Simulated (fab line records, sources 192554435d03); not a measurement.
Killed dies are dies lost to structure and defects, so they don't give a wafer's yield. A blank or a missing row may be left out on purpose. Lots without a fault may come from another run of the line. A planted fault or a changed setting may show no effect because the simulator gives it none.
Split-lot experiment | flow n5_finfet | 7 lots, 21 wafers read, on a route of 1938 steps

THE SPLIT
At N5_BEOL_M9_CMP_52 (polishes, stops on SiCOH lowk, t overpolish 7 s, target thk 140 nm), the setting down_force_psi was moved away from the recipe's 1 psi on 8 of the 21 wafers read, by -20.2% to +19.5%. The other wafers ran this setting at the recipe's value.

The reading is taken at the split's own step.

THE READING
barrier_field_endpoint_s, in s, at N5_BEOL_M9_CMP_52 (polishes, stops on SiCOH lowk, t overpolish 7 s, target thk 140 nm). Fault-free wafers of this fab line usually give 28.7 s, standard deviation 0.63 s.

wafer  | tool, chamber at the split | down_force_psi as run, psi | against the recipe | barrier_field_endpoint_s, s | against lot-mates on the recipe
L076.4 | cmp-04, 0                  | 1                          | recipe             | 29.7                        | -
L076.6 | cmp-04, 1                  | 1                          | recipe             | 29.5                        | -
L076.5 | cmp-04, 2                  | 1                          | recipe             | 29.3                        | -
L077.1 | cmp-03, 2                  | 1                          | recipe             | 28.3                        | -
L077.2 | cmp-03, 3                  | 1                          | recipe             | 29.1                        | -
L077.6 | cmp-03, 1                  | 1                          | recipe             | 28.1                        | -
L084.2 | cmp-04, 1                  | 1                          | recipe             | 28.7                        | -
L084.1 | cmp-04, 3                  | 1                          | recipe             | 28.6                        | -
L084.3 | cmp-04, 0                  | 1.137                      | +13.7%             | 25.4                        | -3.2
L085.3 | cmp-02, 2                  | 0.7982                     | -20.2%             | 36.0                        | no lot-mate on the recipe
L085.6 | cmp-02, 2                  | 0.7982                     | -20.2%             | 36.6                        | no lot-mate on the recipe
L085.5 | cmp-02, 3                  | 0.7982                     | -20.2%             | 35.8                        | no lot-mate on the recipe
L090.2 | cmp-02, 1                  | 1                          | recipe             | 28.7                        | -
L090.4 | cmp-02, 2                  | 1.195                      | +19.5%             | 24.5                        | -4.2
L090.1 | cmp-02, 0                  | 1.195                      | +19.5%             | 23.8                        | -4.9
L093.3 | cmp-03, 0                  | 1                          | recipe             | 28.2                        | -
L093.6 | cmp-03, 0                  | 1                          | recipe             | 28.5                        | -
L093.5 | cmp-03, 1                  | 1                          | recipe             | 28.0                        | -
L097.1 | cmp-04, 3                  | 0.8514                     | -14.9%             | 33.0                        | +5.1
L097.2 | cmp-04, 1                  | 1                          | recipe             | 27.9                        | -
L097.5 | cmp-04, 0                  | 0.8514                     | -14.9%             | 33.8                        | +5.9

THE FIT
A straight line over all 21 wafers: barrier_field_endpoint_s changes by -0.306 s for each +1% of down_force_psi; r = -0.98; the points scatter about the line by 0.8 s.
The same after taking each lot's own level away (the mean of its wafers on the recipe; 18 wafers): -0.282 s for each +1%; r = -0.98; scatter 0.59 s.
On that fit, the largest move of down_force_psi shifts the reading by 5.7 s.
The lots' own levels span 27.90 to 29.50 s, that is 2.5 times the standard deviation above.
So the lot-to-lot level changes the slope little: the two slopes agree.
Check: with one of the wafers moved furthest among these (+19.5%) left out of the fit, the line predicts -5.65 s for it against its lot-mates. It came out at -4.2 s against them.
Tool readings at the split's step, against how far the setting was moved: barrier_field_endpoint_s r = -0.98.

OTHER SPLITS ON THESE WAFERS
These wafers also went through other splits before the reading. Each is held against what the fit with the lots' levels taken away leaves over:
other split on the same wafers | wafers away from the commonest value | r with barrier_field_endpoint_s (lot level and that fit taken away)
N5_BEOL_M9_EXPOSE_08 dose_mj   | 7                                    | -0.01

THE FILE'S OWN FIT
barrier_field_endpoint_s changes by -0.272 s for each +1% of down_force_psi, r = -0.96.
